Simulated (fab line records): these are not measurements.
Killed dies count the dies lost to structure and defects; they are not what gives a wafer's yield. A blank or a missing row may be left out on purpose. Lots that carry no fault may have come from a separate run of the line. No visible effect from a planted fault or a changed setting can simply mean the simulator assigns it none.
fab line records	flow n5Finfet
record lots=24	wafers=72	lastDay=17
route steps=1938 shown BEOL_M1@836 BEOL_M2@857 BEOL_M3@932
lots with no fault: from the same line, run without faults
startH: the number of hours between the record's first day and the start of the first shown wafer of the lot	waitH: time in hours since the lot's previous step	" unchanged from the row above	L1.1+2: several wafers, shown together as one row	- no value, or no start given	* or withheld: withheld	< > ~ a bound
route shown NAME@n: a module of which the file shows steps, and the number in the route of the first	usual: mean/standard deviation taken from wafers without a fault	same: alike in all rows	chamber/n: place in a boat	sites: the reading at each site	_std_site: standard deviation across them	_edge_site: outer sites' mean less inner sites'	radiusMm: how far each site lies from the wafer's centre	mask NAME#n: copy n	behind: the most recent tool/chamber to have shaped the wafer	hold: the reason the lot was held/the length of the hold in hours/how it ended	device: the transistor (n, p or np) that didn't switch	end of line: the same wafers' tests at the end of the route	a step without rows: its recipe alone	killed: at the first sort, the dies lost to defects and structure; wafer yield is something else	map: a wafer's dies, x killed, . not, _ none there
set.NAME: the setting as run; set.NAME@STEP: as run at that earlier step	model.NAME: the simulator's own value behind a step, which no gauge read
one table for each step of the route and one row for each wafer, over a sample of lots
services: the hour from which a tool's chamber was out of use, counted from the record's first day as startH (under 0 if before that day), plus the number of hours and why
## steps
# step N5_BEOL_M1_CO_CAP_55
# recipe material=Co	targetThkA=20	tempC=200	precursor=CCTBA/H2	pressureTorr=30	timeS=102.1
# usual heaterPowerW=237/30
lot.wafer	tool	chamber	startH	waitH	heaterPowerW	sinceWetCleanH
L074.1	cvdCo-01	0	134.33	0.0	221	676
L074.2	"	1	"	"	255	1113
L074.5	"	0	"	"	225	-
L075.1	cvdCo-01	1	144.33	0.0	257	1123
L075.2	"	0	"	"	227	686
L075.3	"	2	"	"	210	226
L076.1	cvdCo-01	1	146.32	0.0	261	1125
L076.2	"	2	"	"	216	228
L076.4	"	0	"	"	220	-
L077.2	cvdCo-01	1	148.97	0.0	257	1128
L077.3	"	2	"	"	216	231
L077.5	"	1	"	"	249	-
L078.2	cvdCo-02	1	153.16	0.0	209	17
L078.3	"	0	"	"	315	913
L078.6	"	2	"	"	222	-
L079.1	cvdCo-01	2	155.75	0.0	217	238
L079.4	"	2	"	"	217	-
L079.6	"	1	"	"	249	-
L080.4	cvdCo-01	0	165.83	0.0	223	-
L080.5	"	2	"	"	218	-
L080.6	"	1	"	"	254	-
L081.3	cvdCo-02	2	176.91	0.0	225	478
L081.4	"	1	"	"	207	-
L081.5	"	2	"	"	229	-
L082.1	cvdCo-01	1	179.01	0.0	262	1158
L082.2	"	0	"	"	214	720
L082.6	"	0	"	"	231	-
L083.2	cvdCo-01	2	183.43	0.0	214	265
L083.4	"	2	"	"	210	-
L083.6	"	1	"	"	263	-
L084.1	cvdCo-01	0	188.59	0.0	225	730
L084.2	"	1	"	"	259	1167
L084.6	"	2	"	"	221	-
L085.1	cvdCo-01	1	201.74	0.0	253	1180
L085.5	"	0	"	"	228	-
L085.6	"	2	"	"	219	-
L086.1	cvdCo-01	2	204.20	0.0	210	286
L086.2	"	0	"	"	224	746
L086.4	"	0	"	"	225	-
L087.1	cvdCo-01	1	210.71	0.0	256	1189
L087.5	"	2	"	"	222	-
L087.6	"	1	"	"	257	-
L089.1	cvdCo-01	0	216.45	0.0	227	758
L089.3	"	2	"	"	218	298
L089.4	"	0	"	"	224	-
L088.1	cvdCo-02	2	224.07	0.0	222	525
L088.4	"	2	"	"	223	-
L088.5	"	0	"	"	305	-
L090.3	cvdCo-02	2	226.97	0.0	224	528
L090.5	"	1	"	"	209	-
L090.6	"	2	"	"	223	-
L091.1	cvdCo-01	1	233.13	0.0	260	1212
L091.4	"	1	"	"	262	-
L091.5	"	2	"	"	213	-
L092.2	cvdCo-01	0	238.28	0.0	223	780
L092.4	"	0	"	"	219	-
L092.6	"	1	"	"	258	-
L093.1	cvdCo-02	2	245.69	0.0	230	546
L093.4	"	0	"	"	313	-
L093.6	"	1	"	"	204	-
L094.1	cvdCo-02	2	264.61	0.0	226	565
L094.2	"	0	"	"	314	1025
L094.6	"	0	"	"	312	-
L097.1	cvdCo-02	0	272.14	0.0	305	1032
L097.2	"	2	"	"	227	573
L097.3	"	1	"	"	209	135
L095.3	cvdCo-01	2	272.16	0.0	216	354
L095.5	"	2	"	"	218	-
L095.6	"	0	"	"	226	-
L096.1	cvdCo-02	0	275.25	0.0	306	1035
L096.4	"	2	"	"	217	-
L096.6	"	1	"	"	204	-
# step N5_BEOL_M2_DESCUM_16
# recipe chemistry=O2	timeS=7	sourcePowerW=50	biasPowerW=20	pressureMtorr=20	rfFrequencyHz=2.712e+07	tempC=40	resist=CAR-EUV	o2FlowSccm=225
# usual biasPowerW=20.01/0.059	drypumpMotorCurrentA=6.0/0.44	oesProductAu=0.76/0.09	rfVppV=243.0/1.2	showerheadPlenumPTorr=2.09/0.065	throttleValvePct=20.38/0.27
lot.wafer	tool	chamber	startH	waitH	biasPowerW	drypumpMotorCurrentA	oesProductAu	rfHoursCounterH	rfVppV	showerheadPlenumPTorr	throttleValvePct
L074.1	rieDiel-05	3	135.46	0.0	20.05	6.1	0.71	216	246.1	2.14	20.08
L074.2	"	0	"	"	20.03	5.9	0.67	224	240.5	1.99	20.37
L074.5	"	2	"	"	20.04	6.0	0.69	-	240.6	1.98	20.57
L075.1	rieDiel-03	0	145.71	0.0	20.00	5.4	0.73	175	242.4	2.09	20.50
L075.2	"	2	"	"	19.97	6.0	0.72	208	243.2	2.16	20.90
L075.3	"	1	"	"	20.09	6.5	0.89	45	242.3	2.04	20.02
L076.1	rieDiel-03	0	148.93	0.0	20.08	5.4	0.73	177	243.9	2.09	20.48
L076.2	"	1	"	"	19.95	6.6	0.88	46	242.5	2.04	20.00
L076.4	"	3	"	"	19.96	5.5	0.91	28	242.1	2.05	20.35
L077.2	rieDiel-04	3	152.68	0.4	20.01	6.1	0.82	108	241.9	2.02	20.13
L077.3	"	2	"	"	19.91	6.4	0.70	202	243.1	2.05	20.53
L077.5	"	2	"	"	19.98	6.4	0.71	-	242.3	2.05	20.55
L078.2	rieDiel-03	2	154.89	0.0	19.89	6.0	0.73	213	243.1	2.16	20.90
L078.3	"	1	"	"	20.02	6.6	0.88	49	242.3	2.04	20.02
L078.6	"	0	"	"	20.00	5.3	0.73	-	243.7	2.09	20.48
L079.1	rieDiel-04	3	156.71	0.0	19.93	6.1	0.81	109	242.4	2.02	20.12
L079.4	"	3	"	"	20.01	6.1	0.80	-	240.9	2.02	20.15
L079.6	"	1	"	"	20.09	6.0	0.69	-	244.4	2.17	20.25
L080.4	rieDiel-04	2	167.78	0.0	19.99	6.3	0.71	-	242.8	2.05	20.55
L080.5	"	1	"	"	19.96	6.0	0.70	-	243.9	2.17	20.25
L080.6	"	3	"	"	19.98	6.1	0.81	-	243.1	2.02	20.13
L081.3	rieDiel-04	1	178.27	0.3	19.98	6.1	0.69	230	243.6	2.16	20.26
L081.4	"	1	"	"	20.00	6.1	0.68	-	243.7	2.16	20.27
L081.5	"	3	"	"	20.03	6.1	0.80	-	242.7	2.01	20.15
L082.1	rieDiel-04	3	180.44	0.1	20.11	6.1	0.81	120	240.8	2.01	20.14
L082.2	"	0	"	"	20.05	6.6	0.70	204	244.2	2.18	20.28
L082.6	"	1	"	"	19.98	6.1	0.70	-	244.2	2.16	20.26
L083.2	rieDiel-03	0	185.55	0.1	19.99	5.3	0.71	192	242.2	2.09	20.49
L083.4	"	2	"	"	19.95	6.0	0.72	226	245.8	2.15	20.93
L083.6	"	1	"	"	19.95	6.6	0.85	-	242.5	2.03	20.04
L084.1	rieDiel-05	3	189.92	0.3	20.04	6.2	0.69	230	244.2	2.13	20.08
L084.2	"	2	"	"	19.95	6.0	0.67	243	242.1	1.98	20.60
L084.6	"	1	"	"	20.11	5.0	0.71	-	241.6	2.07	20.17
L085.1	rieDiel-04	1	206.34	0.0	19.84	6.1	0.69	242	242.8	2.16	20.29
L085.5	"	0	"	"	19.93	6.6	0.69	-	245.0	2.17	20.29
L085.6	"	1	"	"	19.91	6.1	0.68	-	243.9	2.16	20.28
L086.1	rieDiel-03	3	206.52	0.0	19.96	5.5	0.87	52	243.2	2.04	20.38
L086.2	"	0	"	"	20.05	5.3	0.70	201	241.6	2.09	20.50
L086.4	"	1	"	"	20.00	6.6	0.85	70	240.0	2.03	20.04
L087.1	rieDiel-03	1	212.52	0.0	20.00	6.6	0.84	73	243.7	2.03	20.06
L087.5	"	0	"	"	19.97	5.3	0.70	-	243.4	2.08	20.52
L087.6	"	3	"	"	20.08	5.5	0.87	-	240.9	2.04	20.40
L089.1	rieDiel-03	0	218.09	0.3	19.92	5.4	0.71	205	243.5	2.08	20.52
L089.3	"	3	"	"	19.90	5.5	0.87	56	241.9	2.04	20.38
L089.4	"	2	"	"	20.01	5.9	0.70	238	243.1	2.15	20.95
L088.1	rieDiel-03	0	228.95	0.0	19.99	5.3	0.70	209	241.1	2.08	20.53
L088.4	"	3	"	"	20.01	5.5	0.86	61	241.3	2.04	20.42
L088.5	"	2	"	"	20.03	6.0	0.69	-	245.0	2.15	20.96
L090.3	rieDiel-03	1	229.28	0.1	20.06	6.5	0.83	78	241.9	2.03	20.06
L090.5	"	1	"	"	19.94	6.6	0.83	-	242.7	2.03	20.06
L090.6	"	0	"	"	20.03	5.3	0.69	-	242.4	2.08	20.54
L091.1	rieDiel-03	3	235.43	0.2	20.03	5.5	0.85	63	242.2	2.04	20.40
L091.4	"	1	"	"	20.02	6.5	0.83	80	242.3	2.03	20.06
L091.5	"	2	"	"	20.00	6.0	0.69	-	243.5	2.14	20.98
L092.2	rieDiel-04	3	239.63	0.0	19.96	6.0	0.78	143	242.6	2.01	20.19
L092.4	"	3	"	"	20.04	6.0	0.78	-	241.8	2.01	20.19
L092.6	"	2	"	"	20.10	6.4	0.69	-	242.9	2.04	20.60
L093.1	rieDiel-03	0	247.63	0.2	20.02	5.4	0.69	215	242.7	2.08	20.52
L093.4	"	3	"	"	19.99	5.5	0.85	-	242.9	2.03	20.42
L093.6	"	2	"	"	19.97	6.0	0.69	-	242.8	2.14	20.98
L094.1	rieDiel-04	0	266.35	0.0	20.07	6.5	0.68	237	243.1	2.17	20.32
L094.2	"	1	"	"	20.00	6.1	0.97	0	243.4	2.16	20.01
L094.6	"	2	"	"	19.95	6.3	0.68	-	243.7	2.03	20.61
L097.1	rieDiel-05	0	275.47	0.1	20.19	5.9	0.97	4	245.4	2.24	19.99
L097.2	"	2	"	"	19.98	6.0	0.94	21	246.1	2.23	20.30
L097.3	"	1	"	"	19.99	5.0	0.69	230	244.3	2.06	20.20
L095.3	rieDiel-04	0	275.51	0.1	20.05	6.6	0.67	240	243.5	2.16	20.33
L095.5	"	3	"	"	19.98	6.1	0.77	-	240.9	2.00	20.20
L095.6	"	1	"	"	20.04	6.1	0.97	-	244.0	2.16	20.00
L096.1	rieDiel-04	1	276.30	0.0	20.06	6.1	0.96	4	244.0	2.16	20.01
L096.4	"	1	"	"	19.93	6.1	0.95	-	242.8	2.16	20.02
L096.6	"	0	"	"	20.04	6.6	0.67	-	244.9	2.16	20.35
# step N5_BEOL_M2_ETCH_63
# recipe chemistry=CF4	target=SiARC	targetDepthA=156	maskMaterial=CAR-EUV	timeS=26	ionEnergyEv=80	pressureMtorr=40	sourceW=545	biasW=36	Ar_flow_sccm=100	cf4FlowSccm=100	ends=cleared
# usual drypumpMotorCurrentA=6.0/0.44	etchRfOnTimeS=26.0/0.63	oesProductAu=0.65/0.078	rfVppV=184.0/1.1	showerheadPlenumPTorr=2.14/0.054	throttleValvePct=15.60/0.28
lot.wafer	tool	chamber	startH	waitH	drypumpMotorCurrentA	etchRfOnTimeS	oesProductAu	rfHoursCounterH	rfVppV	showerheadPlenumPTorr	throttleValvePct
L074.1	rieDiel-05	3	135.51	0.0	6.1	25.9	0.61	216	186.6	2.20	15.44
L074.2	"	0	"	"	5.8	25.9	0.59	224	183.2	2.02	15.51
L074.5	"	2	"	"	6.0	25.8	0.60	-	182.7	2.04	15.81
L075.1	rieDiel-03	0	145.76	0.0	5.3	25.9	0.63	175	182.6	2.14	15.67
L075.2	"	2	"	"	6.0	26.3	0.61	208	183.7	2.20	16.06
L075.3	"	1	"	"	6.5	24.7	0.76	45	184.3	2.10	15.26
L076.1	rieDiel-03	0	148.98	0.0	5.3	25.7	0.63	177	183.5	2.14	15.69
L076.2	"	1	"	"	6.5	24.4	0.77	46	182.1	2.10	15.27
L076.4	"	3	"	"	5.5	25.2	0.79	28	182.2	2.12	15.59
L077.2	rieDiel-04	3	152.73	0.0	6.1	26.6	0.68	108	182.7	2.07	15.35
L077.3	"	2	"	"	6.4	26.5	0.60	202	185.1	2.12	15.89
L077.5	"	2	"	"	6.3	26.6	0.60	-	184.2	2.12	15.90
L078.2	rieDiel-03	2	154.94	0.0	5.9	26.5	0.61	213	184.7	2.20	16.07
L078.3	"	1	"	"	6.6	25.0	0.75	49	185.5	2.10	15.29
L078.6	"	0	"	"	5.3	26.3	0.62	-	183.7	2.14	15.70
L079.1	rieDiel-04	3	156.76	0.0	6.1	26.2	0.69	109	183.1	2.07	15.34
L079.4	"	3	"	"	6.0	26.2	0.68	-	184.0	2.07	15.37
L079.6	"	1	"	"	6.1	25.4	0.61	-	183.8	2.19	15.43
L080.4	rieDiel-04	2	167.83	0.0	6.4	25.9	0.61	-	183.9	2.11	15.91
L080.5	"	1	"	"	6.1	25.3	0.60	-	184.3	2.19	15.45
L080.6	"	3	"	"	6.1	26.1	0.69	-	183.8	2.07	15.37
L081.3	rieDiel-04	1	178.32	0.0	6.1	25.6	0.60	230	184.7	2.19	15.44
L081.4	"	1	"	"	6.1	25.5	0.60	-	185.3	2.19	15.44
L081.5	"	3	"	"	6.1	26.3	0.67	-	182.8	2.07	15.38
L082.1	rieDiel-04	3	180.49	0.0	6.1	26.3	0.67	120	182.6	2.07	15.38
L082.2	"	0	"	"	6.6	27.0	0.58	204	183.0	2.21	15.45
L082.6	"	1	"	"	6.1	25.7	0.60	-	185.0	2.19	15.46
L083.2	rieDiel-03	0	185.60	0.0	5.4	26.1	0.61	192	182.8	2.13	15.71
L083.4	"	2	"	"	6.0	26.0	0.61	226	183.7	2.20	16.10
L083.6	"	1	"	"	6.6	24.8	0.74	-	182.1	2.10	15.31
L084.1	rieDiel-05	3	189.97	0.0	6.1	26.5	0.59	230	185.0	2.20	15.48
L084.2	"	2	"	"	5.9	25.9	0.59	243	183.5	2.03	15.86
L084.6	"	1	"	"	5.0	26.3	0.61	-	184.2	2.13	15.50
L085.1	rieDiel-04	1	206.39	0.0	6.1	25.7	0.58	242	185.0	2.18	15.48
L085.5	"	0	"	"	6.6	27.1	0.59	-	185.5	2.21	15.47
L085.6	"	1	"	"	6.1	25.5	0.59	-	184.3	2.18	15.47
L086.1	rieDiel-03	3	206.57	0.0	5.5	25.6	0.75	52	182.8	2.11	15.63
L086.2	"	0	"	"	5.3	26.3	0.61	201	184.3	2.13	15.73
L086.4	"	1	"	"	6.5	25.0	0.74	70	183.6	2.09	15.32
L087.1	rieDiel-03	1	212.57	0.0	6.6	25.4	0.72	73	183.9	2.09	15.34
L087.5	"	0	"	"	5.4	26.5	0.61	-	183.4	2.13	15.73
L087.6	"	3	"	"	5.5	25.6	0.74	-	182.6	2.11	15.64
L089.1	rieDiel-03	0	218.14	0.0	5.4	26.4	0.60	205	184.1	2.13	15.73
L089.3	"	3	"	"	5.5	25.6	0.74	56	183.6	2.11	15.65
L089.4	"	2	"	"	6.0	26.7	0.59	238	183.6	2.19	16.12
L088.1	rieDiel-03	0	229.00	0.0	5.3	26.3	0.60	209	182.9	2.13	15.74
L088.4	"	3	"	"	5.5	25.4	0.73	61	183.5	2.11	15.66
L088.5	"	2	"	"	6.0	26.4	0.59	-	184.2	2.19	16.12
L090.3	rieDiel-03	1	229.34	0.0	6.6	25.1	0.72	78	184.1	2.09	15.33
L090.5	"	1	"	"	6.6	25.1	0.72	-	183.7	2.09	15.33
L090.6	"	0	"	"	5.3	26.5	0.59	-	183.4	2.13	15.74
L091.1	rieDiel-03	3	235.48	0.0	5.5	25.3	0.73	63	182.7	2.11	15.66
L091.4	"	1	"	"	6.6	25.0	0.73	80	183.1	2.09	15.34
L091.5	"	2	"	"	6.0	26.6	0.59	-	185.3	2.19	16.14
L092.2	rieDiel-04	3	239.68	0.0	6.1	26.1	0.66	143	183.6	2.06	15.43
L092.4	"	3	"	"	6.1	26.0	0.66	-	183.6	2.06	15.42
L092.6	"	2	"	"	6.3	25.5	0.59	-	184.8	2.10	15.96
L093.1	rieDiel-03	0	247.68	0.0	5.3	26.5	0.59	215	183.8	2.12	15.75
L093.4	"	3	"	"	5.5	25.8	0.73	-	183.8	2.10	15.66
L093.6	"	2	"	"	6.0	26.8	0.58	-	185.9	2.19	16.14
L094.1	rieDiel-04	0	266.40	0.0	6.5	27.2	0.57	237	185.9	2.20	15.52
L094.2	"	1	"	"	6.0	25.3	0.86	0	183.6	2.18	15.03
L094.6	"	2	"	"	6.4	25.8	0.59	-	185.3	2.10	15.99
L097.1	rieDiel-05	0	275.52	0.0	5.9	25.5	0.82	4	186.7	2.27	15.08
L097.2	"	2	"	"	6.0	25.3	0.81	21	185.6	2.28	15.41
L097.3	"	1	"	"	5.0	27.2	0.58	230	184.4	2.12	15.56
L095.3	rieDiel-04	0	275.56	0.0	6.6	26.7	0.58	240	184.6	2.20	15.50
L095.5	"	3	"	"	6.0	26.3	0.65	-	183.3	2.06	15.44
L095.6	"	1	"	"	6.1	25.0	0.83	-	184.8	2.18	15.04
L096.1	rieDiel-04	1	276.35	0.0	6.1	25.5	0.82	4	184.4	2.18	15.02
L096.4	"	1	"	"	6.1	25.4	0.82	-	185.3	2.18	15.03
L096.6	"	0	"	"	6.6	27.2	0.57	-	184.2	2.20	15.52
# step N5_BEOL_M2_CD_MEAS_18
# recipe pitchNm=36	targetCdNm=18
# usual cdNm=17.9/0.35
lot.wafer	tool	chamber	startH	waitH	cdNm
L074.1	cdSem-03	-	135.89	0.0	17.7
L074.2	"	-	"	"	17.8
L074.5	"	-	"	"	17.6
L075.1	cdSem-03	-	146.15	0.0	17.9
L075.2	"	-	"	"	18.5
L075.3	"	-	"	"	18.1
L076.1	cdSem-01	-	149.36	0.0	17.2
L076.2	"	-	"	"	17.9
L076.4	"	-	"	"	17.7
L077.2	cdSem-01	-	153.11	0.1	17.8
L077.3	"	-	"	"	17.6
L077.5	"	-	"	"	18.0
L078.2	cdSem-02	-	155.33	0.1	17.9
L078.3	"	-	"	"	18.1
L078.6	"	-	"	"	17.7
L079.1	cdSem-02	-	157.23	0.0	18.0
L079.4	"	-	"	"	17.9
L079.6	"	-	"	"	17.5
L080.4	cdSem-03	-	168.21	0.1	18.4
L080.5	"	-	"	"	18.5
L080.6	"	-	"	"	17.9
L081.3	cdSem-01	-	178.97	0.1	18.0
L081.4	"	-	"	"	18.2
L081.5	"	-	"	"	17.8
L082.1	cdSem-03	-	180.89	0.0	17.8
L082.2	"	-	"	"	18.7
L082.6	"	-	"	"	18.3
L083.2	cdSem-01	-	186.04	0.1	18.0
L083.4	"	-	"	"	18.1
L083.6	"	-	"	"	18.2
L084.1	cdSem-01	-	190.36	0.0	17.7
L084.2	"	-	"	"	17.7
L084.6	"	-	"	"	17.8
L085.1	cdSem-03	-	206.78	0.0	18.3
L085.5	"	-	"	"	18.3
L085.6	"	-	"	"	17.8
L086.1	cdSem-01	-	206.97	0.1	17.3
L086.2	"	-	"	"	17.3
L086.4	"	-	"	"	18.1
L087.1	cdSem-03	-	212.95	0.0	17.9
L087.5	"	-	"	"	17.8
L087.6	"	-	"	"	17.5
L089.1	cdSem-02	-	218.54	0.0	17.8
L089.3	"	-	"	"	17.6
L089.4	"	-	"	"	18.3
L088.1	cdSem-03	-	229.40	0.0	17.9
L088.4	"	-	"	"	17.9
L088.5	"	-	"	"	18.8
L090.3	cdSem-03	-	229.72	0.1	18.1
L090.5	"	-	"	"	18.4
L090.6	"	-	"	"	18.0
L091.1	cdSem-01	-	235.86	0.0	17.5
L091.4	"	-	"	"	17.9
L091.5	"	-	"	"	18.3
L092.2	cdSem-03	-	240.06	0.1	18.0
L092.4	"	-	"	"	17.5
L092.6	"	-	"	"	17.8
L093.1	cdSem-02	-	248.07	0.0	17.9
L093.4	"	-	"	"	17.2
L093.6	"	-	"	"	17.8
L094.1	cdSem-01	-	266.79	0.1	17.6
L094.2	"	-	"	"	17.3
L094.6	"	-	"	"	17.3
L097.1	cdSem-02	-	275.91	0.1	18.4
L097.2	"	-	"	"	17.4
L097.3	"	-	"	"	17.6
L095.3	cdSem-03	-	275.96	0.1	17.9
L095.5	"	-	"	"	17.7
L095.6	"	-	"	"	17.2
L096.1	cdSem-03	-	276.76	0.0	18.0
L096.4	"	-	"	"	17.6
L096.6	"	-	"	"	18.1
# step N5_BEOL_M2_ANNEAL_80
# recipe tempC=400	timeS=240	ambient=vacuum
# usual heaterPowerW=820/61
lot.wafer	tool	chamber	startH	waitH	heaterPowerW
L074.1	pvdSputter-02	-	146.21	0.0	746
L074.2	"	-	"	"	892
L074.5	"	-	"	"	763
L075.1	pvdSputter-02	-	151.69	0.0	774
L075.2	"	-	"	"	867
L075.3	"	-	"	"	779
L076.1	pvdSputter-02	-	153.61	0.0	745
L076.2	"	-	"	"	750
L076.4	"	-	"	"	883
L077.2	pvdSputter-01	-	156.45	0.0	812
L077.3	"	-	"	"	919
L077.5	"	-	"	"	835
L078.2	pvdSputter-01	-	158.59	0.0	812
L078.3	"	-	"	"	808
L078.6	"	-	"	"	818
L079.1	pvdSputter-01	-	162.31	0.0	810
L079.4	"	-	"	"	807
L079.6	"	-	"	"	884
L080.4	pvdSputter-02	-	172.26	0.0	880
L080.5	"	-	"	"	750
L080.6	"	-	"	"	906
L081.3	pvdSputter-03	-	189.37	0.0	926
L081.4	"	-	"	"	932
L081.5	"	-	"	"	909
L082.1	pvdSputter-01	-	189.73	0.0	900
L082.2	"	-	"	"	809
L082.6	"	-	"	"	775
L083.2	pvdSputter-01	-	192.48	0.0	811
L083.4	"	-	"	"	883
L083.6	"	-	"	"	810
L084.1	pvdSputter-03	-	193.07	0.0	926
L084.2	"	-	"	"	767
L084.6	"	-	"	"	921
L085.1	pvdSputter-03	-	209.78	0.0	907
L085.5	"	-	"	"	937
L085.6	"	-	"	"	953
L086.1	pvdSputter-01	-	214.48	0.0	898
L086.2	"	-	"	"	793
L086.4	"	-	"	"	821
L087.1	pvdSputter-02	-	218.84	0.0	773
L087.5	"	-	"	"	770
L087.6	"	-	"	"	765
L089.1	pvdSputter-02	-	222.04	0.0	879
L089.3	"	-	"	"	746
L089.4	"	-	"	"	785
L088.1	pvdSputter-02	-	232.91	0.0	772
L088.4	"	-	"	"	883
L088.5	"	-	"	"	759
L090.3	pvdSputter-03	-	233.14	0.0	880
L090.5	"	-	"	"	859
L090.6	"	-	"	"	779
L091.1	pvdSputter-01	-	239.51	0.0	816
L091.4	"	-	"	"	825
L091.5	"	-	"	"	816
L092.2	pvdSputter-02	-	248.00	0.0	790
L092.4	"	-	"	"	769
L092.6	"	-	"	"	771
L093.1	pvdSputter-02	-	262.27	0.0	762
L093.4	"	-	"	"	750
L093.6	"	-	"	"	775
L094.1	pvdSputter-01	-	273.11	0.0	784
L094.2	"	-	"	"	887
L094.6	"	-	"	"	769
L097.1	pvdSputter-03	-	281.45	0.0	754
L097.2	"	-	"	"	949
L097.3	"	-	"	"	863
L095.3	pvdSputter-01	-	283.91	0.0	776
L095.5	"	-	"	"	771
L095.6	"	-	"	"	809
L096.1	pvdSputter-01	-	285.75	0.0	802
L096.4	"	-	"	"	820
L096.6	"	-	"	"	812
# step N5_BEOL_M3_THK_MEAS_01
# recipe reads=SiOC_of_BEOL_M3_ILD_DEP_00
# usual M3_ILD_THK=78.8/1
lot.wafer	tool	chamber	startH	waitH	M3_ILD_THK[nm]
L074.1	filmMetro-01	-	148.84	0.0	79.1
L074.2	"	-	"	"	78.0
L074.5	"	-	"	"	79.7
L075.1	filmMetro-02	-	154.47	0.0	77.1
L075.2	"	-	"	"	78.0
L075.3	"	-	"	"	78.1
L076.1	filmMetro-01	-	156.43	0.0	79.2
L076.2	"	-	"	"	78.6
L076.4	"	-	"	"	80.1
L077.2	filmMetro-02	-	159.10	0.1	79.8
L077.3	"	-	"	"	79.7
L077.5	"	-	"	"	81.1
L078.2	filmMetro-02	-	161.23	0.1	78.9
L078.3	"	-	"	"	77.6
L078.6	"	-	"	"	79.0
L079.1	filmMetro-02	-	164.95	0.0	77.4
L079.4	"	-	"	"	80.3
L079.6	"	-	"	"	78.4
L080.4	filmMetro-01	-	174.91	0.0	80.6
L080.5	"	-	"	"	78.6
L080.6	"	-	"	"	80.3
L081.3	filmMetro-01	-	192.23	0.1	79.9
L081.4	"	-	"	"	80.9
L081.5	"	-	"	"	79.7
L082.1	filmMetro-02	-	192.50	0.0	78.2
L082.2	"	-	"	"	78.3
L082.6	"	-	"	"	79.4
L083.2	filmMetro-01	-	195.11	0.1	78.3
L083.4	"	-	"	"	77.4
L083.6	"	-	"	"	79.8
L084.1	filmMetro-01	-	195.72	0.0	78.1
L084.2	"	-	"	"	77.9
L084.6	"	-	"	"	78.3
L085.1	filmMetro-02	-	212.43	0.0	77.9
L085.5	"	-	"	"	81.4
L085.6	"	-	"	"	78.9
L086.1	filmMetro-02	-	217.13	0.1	78.1
L086.2	"	-	"	"	77.1
L086.4	"	-	"	"	79.8
L087.1	filmMetro-02	-	221.84	0.0	78.0
L087.5	"	-	"	"	80.2
L087.6	"	-	"	"	80.1
L089.1	filmMetro-02	-	225.56	0.0	79.1
L089.3	"	-	"	"	77.6
L089.4	"	-	"	"	78.1
L088.1	filmMetro-02	-	235.55	0.0	79.1
L088.4	"	-	"	"	78.7
L088.5	"	-	"	"	79.7
L090.3	filmMetro-02	-	236.21	0.1	77.1
L090.5	"	-	"	"	78.7
L090.6	"	-	"	"	79.0
L091.1	filmMetro-01	-	242.43	0.0	79.5
L091.4	"	-	"	"	79.5
L091.5	"	-	"	"	80.5
L092.2	filmMetro-02	-	250.64	0.1	79.3
L092.4	"	-	"	"	79.2
L092.6	"	-	"	"	79.8
L093.1	filmMetro-02	-	264.92	0.0	77.3
L093.4	"	-	"	"	79.5
L093.6	"	-	"	"	78.2
L094.1	filmMetro-01	-	275.89	0.0	78.0
L094.2	"	-	"	"	79.3
L094.6	"	-	"	"	79.1
L097.1	filmMetro-01	-	284.09	0.0	77.9
L097.2	"	-	"	"	78.7
L097.3	"	-	"	"	78.0
L095.3	filmMetro-02	-	286.57	0.1	78.3
L095.5	"	-	"	"	80.5
L095.6	"	-	"	"	80.0
L096.1	filmMetro-02	-	288.75	0.0	78.5
L096.4	"	-	"	"	80.7
L096.6	"	-	"	"	79.5
## services
tool	chamber	startH	hours	kind
rieDiel-04	1	111.29	4.4	repair
pvdSputter-02	-	126.57	5.3	repair
rieDiel-04	0	137.60	42.6	repair
cvdCo-01	-	153.44	0.8	repair
cvdCo-01	-	169.30	0.6	repair
rieDiel-05	-	172.74	15.6	pm
cvdCo-02	-	208.14	2.8	pm
rieDiel-04	-	223.43	2.3	repair
rieDiel-04	1	231.41	-	clean
rieDiel-04	1	231.41	-	consumableReplace:focusRing
rieDiel-04	1	231.41	34.0	scheduledDown
rieDiel-04	1	231.41	34.0	ventCycle
pvdSputter-03	-	235.09	39.9	repair
cvdCo-02	-	236.69	1.0	repair
rieDiel-03	1	242.80	8.4	repair
rieDiel-03	2	252.65	-	clean
rieDiel-03	2	252.65	-	consumableReplace:focusRing
rieDiel-03	2	252.65	16.5	scheduledDown
rieDiel-03	2	252.65	16.5	ventCycle
rieDiel-04	3	254.77	12.9	repair
rieDiel-04	2	268.27	-	clean
rieDiel-04	2	268.27	-	consumableReplace:focusRing
rieDiel-04	2	268.27	18.8	scheduledDown
rieDiel-04	2	268.27	18.8	ventCycle
## key
fault none
